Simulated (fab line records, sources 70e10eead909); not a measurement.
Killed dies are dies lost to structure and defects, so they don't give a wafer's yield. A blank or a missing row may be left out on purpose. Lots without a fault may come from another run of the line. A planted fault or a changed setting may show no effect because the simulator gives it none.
Chamber matching | flow nand_harc | NHARC_P_BONDPAD_CMP_19 on cmp-02: 4 sister chambers
The step polishes, t overpolish 30 s, cu recess touch 16 s, target thk 160.81 nm. 4 wafers are shown with their chamber, then 9 later ones without.

WAFERS WITH THEIR CHAMBER
wafer  | chamber | motor_current_A (A)
L088.4 | 2       | 11.0
L089.1 | 0       | 11.3
L089.2 | 1       | 13.9
L089.3 | 3       | 13.0

WAFERS WITHOUT THEIR CHAMBER
wafer  | motor_current_A (A)
L092.2 | 13.0
L092.4 | 14.2
L092.6 | 10.6
L095.2 | 14.7
L095.3 | 10.6
L095.6 | 11.2
L097.4 | 11.4
L097.5 | 11.1
L097.6 | 13.9

WHICH CHAMBER EACH WENT THROUGH
wafer  | from the rows above     | in truth
L092.2 | 3                       | 3
L092.4 | 1                       | 1
L092.6 | can't be placed: 2 or 0 | 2
L095.2 | 1                       | 1
L095.3 | can't be placed: 2 or 0 | 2
L095.6 | can't be placed: 0 or 2 | 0
L097.4 | can't be placed: 0 or 2 | 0
L097.5 | can't be placed: 2 or 0 | 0
L097.6 | 1                       | 1
Placed correctly: 4 of 9. Can't be placed from these rows: 5 (the true chamber is among the candidates in 5). Placed wrongly: 0.
How it was worked out, from the rows above alone: a wafer's distance from a chamber is the root of the sum, over the readings, of the square of ((its reading less the chamber's mean) divided by the reading's scatter). The wafer belongs to the nearest chamber; if the next one is less than 2 further off, it can't be placed. A chamber's mean is the mean of its shown wafers. The scatter: with one shown wafer a chamber, the root of the mean of the squares of how far each hidden wafer lies from its nearest shown one.
